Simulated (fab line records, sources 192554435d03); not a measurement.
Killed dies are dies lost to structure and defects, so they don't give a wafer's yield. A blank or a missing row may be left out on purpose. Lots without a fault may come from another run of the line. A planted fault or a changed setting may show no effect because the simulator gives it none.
fab line records | flow n5_finfet
record lots=6 wafers=18 last_day=17
route steps=1938 shown BEOL_M15@1799
lots that met no fault: from a run of the same line without faults
start_h: hours from the record's first day to the start of the lot's first wafer shown | wait_h: hours since the lot's step before | " the same as in the row above | L1.1+2: a row that stands for several wafers | - no value, or no start given | * or withheld: withheld | < > ~ a bound
route shown NAME@n: a module of which the file shows steps, and the number in the route of the first | usual: mean/standard deviation of fault-free wafers | same: alike in all rows | chamber/n: place in a boat | sites: the reading at each site | _std_site: their standard deviation | _edge_site: outer sites' mean less inner sites' | radius_mm: how far each site lies from the wafer's centre | mask NAME#n: copy n | behind: the tool/chamber that last shaped the wafer | hold: why the lot was held/for how many hours/how that ended | device: the transistor (n, p or np) that didn't switch | end of line: the same wafers' tests at the end of the route | a step without rows: its recipe alone | killed: dies lost to structure and defects at the first sort, not the wafer's yield | map: a wafer's dies, x killed, . not, _ none there
set.NAME: the setting as run; set.NAME@STEP: as run at that earlier step | model.NAME: the simulator's own value behind a step, which no gauge read
lots at some steps of the route; a table a step, a row a wafer
services: from which hour (start_h, from the record's first day; less than 0 if before it) a tool's chamber was out of use, for how many hours, and why
## steps
# step N5_BEOL_M15_SOFTBAKE_23
# recipe temp_c=130 time_s=60
# step N5_BEOL_M15_EXPOSE_25
# recipe mask_id=M15 na=0.8 source_shape=annular sigma_inner=0.5 sigma_outer=0.8 polarization=unpolarized target_cd_nm=400 dose_mj=35.5
# step N5_BEOL_M15_PEB_26
# recipe peb_temp_c=130 peb_time_s=90
# step N5_BEOL_M15_DEVELOP_27
# recipe develop_time_s=45 rinse_liquid=diw dry=air_spin dev_temp_c=21
# step N5_BEOL_M15_HARDBAKE_32
# recipe temp_c=130 time_s=120
# step N5_BEOL_M15_CD_MEAS_28
# recipe target_cd_nm=407.6 landing_energy_ev=500 detector=se_inlens
# usual cd_nm=408.0/1.9
# columns lot.wafer tool chamber start_h wait_h cd_nm
L162.2 cd_sem-02 0 279.65 - 405.3
L162.3 " 0 " " 404.5
L162.6 " 0 " " 406.3
L169.2 cd_sem-02 0 317.30 - 407.4
L169.4 " 0 " " 407.7
L169.6 " 0 " " 406.6
L173.1 cd_sem-01 0 338.74 - 406.1
L173.5 " 0 " " 407.0
L173.6 " 0 " " 406.1
L174.1 cd_sem-01 0 341.21 - 410.0
L174.2 " 0 " " 410.1
L174.6 " 0 " " 408.6
L180.1 cd_sem-01 0 374.44 - 411.5
L180.4 " 0 " " 409.6
L180.6 " 0 " " 411.0
L182.3 cd_sem-03 0 393.36 - 406.5
L182.4 " 0 " " 405.4
L182.5 " 0 " " 405.2
# step N5_BEOL_M15_OVL_MEAS_29
# recipe points_per_wafer=44
# usual M15_OVL=1/5.6
# columns lot.wafer tool chamber start_h wait_h M15_OVL[nm]
L162.2 overlay-01 0 279.68 0.0 -1
L162.3 " 0 " " -2
L162.6 " 0 " " -4
L169.2 overlay-01 0 317.33 0.0 -3
L169.4 " 0 " " 5
L169.6 " 0 " " 5
L173.1 overlay-01 0 338.77 0.0 9
L173.5 " 0 " " 9
L173.6 " 0 " " 7
L174.1 overlay-01 0 341.24 0.0 0
L174.2 " 0 " " -7
L174.6 " 0 " " -6
L180.1 overlay-01 0 374.47 0.0 -1
L180.4 " 0 " " 3
L180.6 " 0 " " 2
L182.3 overlay-02 0 393.38 0.0 8
L182.4 " 0 " " 8
L182.5 " 0 " " 7
# step N5_BEOL_M15_INSPECT_30
# recipe mode=adi inspect_instrument=macro
# usual raw_defect_count=2.1/1.4
# columns lot.wafer tool chamber start_h wait_h raw_defect_count
L162.2 defect_inspect-01 - 279.71 0.0 2
L162.3 " - " " 1
L162.6 " - " " 3
L169.2 defect_inspect-02 - 317.36 0.0 2
L169.4 " - " " 2
L169.6 " - " " 2
L173.1 defect_inspect-01 - 338.80 0.0 2
L173.5 " - " " 2
L173.6 " - " " 2
L174.1 defect_inspect-02 - 341.26 0.0 3
L174.2 " - " " 1
L174.6 " - " " 3
L180.1 defect_inspect-01 - 374.50 0.0 4
L180.4 " - " " 2
L180.6 " - " " 5
L182.3 defect_inspect-02 - 393.41 0.0 1
L182.4 " - " " 1
L182.5 " - " " 3
# step N5_BEOL_M15_DESCUM_33
# recipe chemistry=O2 time_s=7.9 source_power_w=50 bias_power_w=20 pressure_mtorr=20 rf_frequency_hz=2.712e+07 temp_c=40 o2_flow_sccm=225
# usual drypump_motor_current_A=5.8/0.48 oes_product_au=0.78/0.073 rf_vpp_V=243.2/1.5 showerhead_plenum_p_Torr=2.10/0.076 throttle_valve_pct=20.47/0.22
# columns lot.wafer tool chamber start_h wait_h drypump_motor_current_A oes_product_au rf_hours_counter_h rf_vpp_V showerhead_plenum_p_Torr throttle_valve_pct
L162.2 rie_diel-05 1 279.91 0.2 5.9 0.72 208 244.2 2.16 20.64
L162.3 " 3 " " 5.7 0.91 22 245.6 2.23 20.34
L162.6 " 3 " " 5.7 0.92 - 246.4 2.23 20.34
L169.2 rie_diel-06 0 318.96 1.6 5.8 0.82 79 242.8 2.11 20.09
L169.4 " 1 " " 5.5 0.72 219 241.0 1.98 20.39
L169.6 " 2 " " 6.5 0.74 - 242.0 2.08 20.57
L173.1 rie_diel-02 3 338.83 0.0 6.6 0.84 63 243.3 2.14 20.27
L173.5 " 1 " " 5.5 0.71 - 243.5 2.16 20.61
L173.6 " 0 " " 5.1 0.84 - 244.6 2.20 20.61
L174.1 rie_diel-02 2 341.31 0.0 5.0 0.76 128 241.6 2.02 20.38
L174.2 " 3 " " 6.6 0.85 64 243.2 2.14 20.25
L174.6 " 3 " " 6.6 0.85 - 243.9 2.14 20.26
L180.1 rie_diel-05 2 374.53 0.0 5.4 0.70 238 241.8 2.06 20.82
L180.4 " 3 " " 5.8 0.86 50 244.8 2.22 20.38
L180.6 " 2 " " 5.4 0.69 - 242.4 2.06 20.84
L182.3 rie_diel-05 3 393.77 0.4 5.8 0.85 55 244.3 2.22 20.40
L182.4 " 2 " " 5.4 0.69 244 244.5 2.06 20.86
L182.5 " 1 " " 5.9 0.69 - 242.8 2.15 20.70
# step N5_BEOL_M15_ETCH_61
# recipe chemistry=N2/H2 target=BARC target_depth_a=890 overetch_a=267 time_s=67.9 ion_energy_ev=200 pressure_mtorr=30 source_w=840 bias_w=150 n2_flow_sccm=200 h2_flow_sccm=200
# usual drypump_motor_current_A=5.8/0.48 oes_product_au=0.67/0.057 rf_vpp_V=524.2/2.7 showerhead_plenum_p_Torr=2.56/0.092 throttle_valve_pct=17.96/0.26
# columns lot.wafer tool chamber start_h wait_h drypump_motor_current_A oes_product_au rf_hours_counter_h rf_vpp_V showerhead_plenum_p_Torr throttle_valve_pct
L162.2 rie_diel-05 1 279.94 0.0 5.9 0.62 208 526.7 2.63 18.22
L162.3 " 3 " " 5.7 0.77 22 529.2 2.70 17.82
L162.6 " 3 " " 5.7 0.77 - 528.4 2.70 17.83
L169.2 rie_diel-06 0 319.00 0.0 5.7 0.69 79 523.2 2.58 17.67
L169.4 " 1 " " 5.5 0.61 219 519.3 2.41 18.01
L169.6 " 2 " " 6.5 0.64 - 524.2 2.52 17.90
L173.1 rie_diel-02 3 338.87 0.0 6.6 0.71 63 525.1 2.57 17.55
L173.5 " 1 " " 5.5 0.61 - 525.3 2.63 18.21
L173.6 " 0 " " 5.1 0.71 - 528.3 2.69 18.14
L174.1 rie_diel-02 2 341.35 0.0 5.1 0.65 128 520.8 2.45 17.79
L174.2 " 3 " " 6.6 0.72 64 523.9 2.57 17.55
L174.6 " 3 " " 6.6 0.72 - 524.5 2.57 17.55
L180.1 rie_diel-05 2 374.57 0.0 5.4 0.59 238 524.2 2.51 18.38
L180.4 " 3 " " 5.7 0.73 50 527.3 2.69 17.87
L180.6 " 2 " " 5.4 0.60 - 521.4 2.51 18.40
L182.3 rie_diel-05 3 393.80 0.0 5.7 0.73 55 528.4 2.69 17.88
L182.4 " 2 " " 5.4 0.60 244 523.4 2.51 18.40
L182.5 " 1 " " 5.9 0.60 - 524.0 2.61 18.26
# step N5_BEOL_M15_TRENCH_ETCH_34
# recipe chemistry=C4F8/O2/Ar target=SiO2 target_depth_a=8729.3 he_inner_torr=15 he_outer_torr=30 time_s=199 ion_energy_ev=800 pressure_mtorr=20 source_w=1905 bias_w=2040 Ar_flow_sccm=400 C4F8_flow_sccm=16 O2_flow_sccm=12
# usual drypump_motor_current_A=5.8/0.48 oes_product_au=0.78/0.073 rf_vpp_V=2214/12 showerhead_plenum_p_Torr=3.45/0.12 throttle_valve_pct=30.95/0.25
# columns lot.wafer tool chamber start_h wait_h drypump_motor_current_A oes_product_au rf_hours_counter_h rf_vpp_V showerhead_plenum_p_Torr throttle_valve_pct
L162.2 rie_diel-05 1 279.99 0.0 5.9 0.73 208 2203 3.55 31.19
L162.3 " 3 " " 5.8 0.90 22 2227 3.65 30.91
L162.6 " 3 " " 5.8 0.90 - 2226 3.64 30.89
L169.2 rie_diel-06 0 319.05 0.0 5.8 0.81 79 2217 3.47 30.61
L169.4 " 1 " " 5.5 0.71 219 2212 3.28 30.99
L169.6 " 2 " " 6.5 0.75 - 2227 3.43 31.07
L173.1 rie_diel-02 3 338.92 0.0 6.6 0.84 63 2224 3.48 30.63
L173.5 " 1 " " 5.6 0.70 - 2203 3.52 30.93
L173.6 " 0 " " 5.1 0.85 - 2204 3.62 31.29
L174.1 rie_diel-02 2 341.40 0.0 5.0 0.77 128 2204 3.31 30.77
L174.2 " 3 " " 6.6 0.85 64 2224 3.48 30.62
L174.6 " 3 " " 6.6 0.84 - 2224 3.48 30.62
L180.1 rie_diel-05 2 374.62 0.0 5.4 0.70 238 2230 3.39 31.30
L180.4 " 3 " " 5.7 0.86 50 2226 3.63 30.91
L180.6 " 2 " " 5.4 0.70 - 2229 3.39 31.32
L182.3 rie_diel-05 3 393.86 0.0 5.7 0.85 55 2225 3.63 30.92
L182.4 " 2 " " 5.4 0.69 244 2229 3.39 31.31
L182.5 " 1 " " 5.8 0.70 - 2200 3.53 31.24
# step N5_BEOL_M15_STRIP_36
# recipe chemistry=O2 power_w=600 temp_c=60 pressure_mtorr=30 rf_frequency_hz=6e+07 bias_power_w=0 overash_fraction=0.3 o2_flow_sccm=225
# usual bias_power_w=0/0 chamber_pressure_mTorr=30.01/0.056 drypump_motor_current_A=5.7/0.49 oes_product_au=0.78/0.068 rf_vpp_V=3.7/0.93 showerhead_plenum_p_Torr=2.10/0.076 throttle_valve_pct=16.71/0.22
# columns lot.wafer tool chamber start_h wait_h bias_power_w chamber_pressure_mTorr drypump_motor_current_A oes_product_au rf_hours_counter_h rf_vpp_V showerhead_plenum_p_Torr throttle_valve_pct model.coat_of_BEOL_M15_COAT_22.thk_nm
L162.2 rie_diel-05 3 281.60 1.4 0 29.91 5.8 0.91 23 1.7 2.23 16.53 0
L162.3 " 1 " " 0 30.00 5.9 0.73 208 2.4 2.17 16.90 0
L162.6 " 3 " " 0 30.15 5.7 0.91 - 4.3 2.23 16.55 0
L169.2 rie_diel-06 0 319.31 0.1 0 30.07 5.7 0.81 79 3.5 2.11 16.35 0
L169.4 " 1 " " 0 30.03 5.5 0.71 219 4.0 1.98 16.70 0
L169.6 " 2 " " 0 30.07 6.5 0.74 - 4.7 2.08 16.78 0
L173.1 rie_diel-06 3 343.45 4.3 - - - - - - - - 534.6
L173.5 " 1 " " - - - - - - - - 544.4
L173.6 " 3 " " - - - - - - - - 538.4
L174.1 rie_diel-02 0 344.84 3.3 - - - - - - - - 545.2
L174.2 " 2 " " - - - - - - - - 537.2
L174.6 " 1 " " - - - - - - - - 539.6
L180.1 rie_diel-05 3 381.82 7.0 0 30.00 5.7 0.86 51 3.4 2.22 16.60 0
L180.4 " 1 " " 0 30.03 5.9 0.69 242 4.4 2.15 16.94 0
L180.6 " 1 " " 0 29.98 5.8 0.69 - 2.9 2.15 16.97 0
L182.3 rie_diel-02 1 394.56 0.5 0 30.08 5.5 0.69 233 3.7 2.16 16.89 0
L182.4 " 3 " " 0 30.01 6.6 0.82 82 4.2 2.13 16.49 0
L182.5 " 3 " " 0 29.96 6.6 0.83 - 3.6 2.13 16.52 0
# step N5_BEOL_M15_STRIP_62
# recipe chemistry=O2 power_w=600 temp_c=60 pressure_mtorr=30 rf_frequency_hz=6e+07 bias_power_w=0 overash_fraction=0.3 o2_flow_sccm=225
# usual chamber_pressure_mTorr=29.99/0.056 drypump_motor_current_A=5.7/0.49 oes_product_au=0.78/0.07 rf_vpp_V=3.6/0.47 showerhead_plenum_p_Torr=2.10/0.076 throttle_valve_pct=16.71/0.22
# same bias_power_w=0
# columns lot.wafer tool chamber start_h wait_h chamber_pressure_mTorr drypump_motor_current_A oes_product_au rf_hours_counter_h rf_vpp_V showerhead_plenum_p_Torr throttle_valve_pct
L162.2 rie_diel-05 3 - - 30.02 5.7 0.91 23 2.6 2.23 16.55
L162.3 " 1 " " 29.97 5.9 0.72 208 3.7 2.17 16.90
L162.6 " 3 " " 30.00 5.7 0.91 - 3.6 2.23 16.55
L169.2 rie_diel-06 0 - - 30.01 5.7 0.81 79 4.5 2.11 16.35
L169.4 " 1 " " 30.03 5.5 0.71 219 4.6 1.98 16.68
L169.6 " 2 " " 29.99 6.5 0.74 - 4.3 2.08 16.84
L173.1 rie_diel-06 3 343.51 0.0 30.09 6.5 0.79 124 2.9 2.03 16.76
L173.5 " 1 " " 29.97 5.5 0.71 - 3.7 1.98 16.71
L173.6 " 3 " " 29.86 6.6 0.79 - 4.0 2.03 16.73
L174.1 rie_diel-02 0 344.88 0.0 30.00 5.1 0.85 69 4.2 2.20 16.86
L174.2 " 2 " " 29.95 5.0 0.77 128 2.9 2.02 16.65
L174.6 " 1 " " 29.95 5.5 0.71 - 2.8 2.16 16.84
L180.1 rie_diel-05 3 - - 29.97 5.7 0.86 51 3.2 2.22 16.57
L180.4 " 1 " " 29.98 5.9 0.70 242 3.3 2.16 16.96
L180.6 " 1 " " 30.02 5.8 0.69 - 3.3 2.16 16.96
L182.3 rie_diel-02 1 - - 29.98 5.5 0.70 233 3.1 2.16 16.90
L182.4 " 3 " " 30.02 6.6 0.82 82 4.0 2.13 16.50
L182.5 " 3 " " 29.95 6.5 0.82 - 3.6 2.13 16.53
## services
# columns tool chamber start_h hours kind
rie_diel-06 2 297.63 7.9 repair
rie_diel-05 3 298.23 8.0 repair
rie_diel-06 - 302.99 14.6 pm
rie_diel-02 0 316.48 3.8 repair
rie_diel-06 0 329.38 30.4 repair
rie_diel-02 0 333.06 3.4 repair
rie_diel-06 2 337.79 6.0 repair
rie_diel-02 2 359.03 13.7 repair
rie_diel-05 2 368.61 5.7 repair
rie_diel-06 0 383.07 8.4 repair
rie_diel-02 1 385.14 4.4 repair
## key
first_sign step=N5_BEOL_M15_STRIP_36 reading=tool_record direction=missing
effect none on later readings
model_effect step=N5_BEOL_M15_STRIP_36 value=coat_of_BEOL_M15_COAT_22.thk_nm without=0 struck=539.9
met_at N5_BEOL_M15_STRIP_36
struck_wafers L173.1,L173.5,L173.6,L174.1,L174.2,L174.6
onset_between 319.31 343.45
fault kind=skipped_step_whole tool=rie_diel-02,rie_diel-06 chamber=- onset_h=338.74 steps=N5_BEOL_M15_STRIP_36 scope=struck_lots_only
